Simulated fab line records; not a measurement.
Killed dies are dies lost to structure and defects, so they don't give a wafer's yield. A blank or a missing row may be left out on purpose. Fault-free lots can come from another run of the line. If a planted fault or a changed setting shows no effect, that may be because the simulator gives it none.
Chamber matching :: flow n5_finfet :: N5_DUMMY_GATE_CMP_04 on cmp-04 has 4 sister chambers
The step polishes a-Si. 14 wafers are shown with their chamber, then 7 later ones without.

WAFERS PAIRED WITH THEIR CHAMBERS
wafer: L079.1
chamber: 0
motor_current_A (A): 8.8
time_to_endpoint_s (s): 13.9

wafer: L079.2
chamber: 3
motor_current_A (A): 10.9
time_to_endpoint_s (s): 12.7

wafer: L079.6
chamber: 0
motor_current_A (A): 8.6
time_to_endpoint_s (s): 13.4

wafer: L083.2
chamber: 0
motor_current_A (A): 8.4
time_to_endpoint_s (s): 13.5

wafer: L083.3
chamber: 2
motor_current_A (A): 10.9
time_to_endpoint_s (s): 15.7

wafer: L083.6
chamber: 1
motor_current_A (A): 9.5
time_to_endpoint_s (s): 16.6

wafer: L085.1
chamber: 3
motor_current_A (A): 10.0
time_to_endpoint_s (s): 14.2

wafer: L085.4
chamber: 0
motor_current_A (A): 8.5
time_to_endpoint_s (s): 15.0

wafer: L085.5
chamber: 1
motor_current_A (A): 10.1
time_to_endpoint_s (s): 11.2

wafer: L088.1
chamber: 1
motor_current_A (A): 10.1
time_to_endpoint_s (s): 12.5

wafer: L088.4
chamber: 3
motor_current_A (A): 10.4
time_to_endpoint_s (s): 15.0

wafer: L088.6
chamber: 1
motor_current_A (A): 9.6
time_to_endpoint_s (s): 11.7

wafer: L091.1
chamber: 0
motor_current_A (A): 8.9
time_to_endpoint_s (s): 11.7

wafer: L091.3
chamber: 2
motor_current_A (A): 10.4
time_to_endpoint_s (s): 15.1

SIGNATURES (averages over the wafers above)
reading: motor_current_A
chamber 0: 8.640
chamber 1: 9.825
chamber 2: 10.650
chamber 3: 10.433
scatter within a chamber: 0.318

reading: time_to_endpoint_s
chamber 0: 13.500
chamber 1: 13.000
chamber 2: 15.400
chamber 3: 13.967
scatter within a chamber: 1.63
Rule: for a wafer and a chamber, the distance is found by dividing, reading by reading, the gap between the wafer's reading and the chamber's mean by the reading's scatter, squaring, summing and taking the root. The wafer belongs to the nearest chamber; if the next one is less than 2 further off, it can't be placed. The scatter: take each reading less its chamber's mean, square it, sum over the shown wafers, divide by the number of wafers less the number of chambers, and take the root.

WAFERS WHOSE CHAMBER IS MISSING
wafer: L091.6
motor_current_A (A): 11.1
time_to_endpoint_s (s): 17.5

wafer: L093.2
motor_current_A (A): 10.7
time_to_endpoint_s (s): 17.6

wafer: L093.4
motor_current_A (A): 10.0
time_to_endpoint_s (s): 15.0

wafer: L093.6
motor_current_A (A): 11.1
time_to_endpoint_s (s): 15.5

wafer: L094.1
motor_current_A (A): 10.4
time_to_endpoint_s (s): 14.6

wafer: L094.5
motor_current_A (A): 9.7
time_to_endpoint_s (s): 14.3

wafer: L094.6
motor_current_A (A): 10.5
time_to_endpoint_s (s): 15.5

EACH ONE'S CHAMBER
wafer: L091.6
from the rows above: can't be placed: 2 or 3
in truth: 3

wafer: L093.2
from the rows above: can't be placed: 2 or 3
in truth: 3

wafer: L093.4
from the rows above: can't be placed: 1 or 3 or 2
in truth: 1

wafer: L093.6
from the rows above: can't be placed: 2 or 3
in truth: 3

wafer: L094.1
from the rows above: can't be placed: 3 or 2 or 1
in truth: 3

wafer: L094.5
from the rows above: can't be placed: 1 or 3
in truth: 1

wafer: L094.6
from the rows above: can't be placed: 2 or 3
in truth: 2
Correctly placed: 0 of 7. Can't be placed from these rows: 7 (the true chamber is among the candidates in 7). 0 placed wrongly.
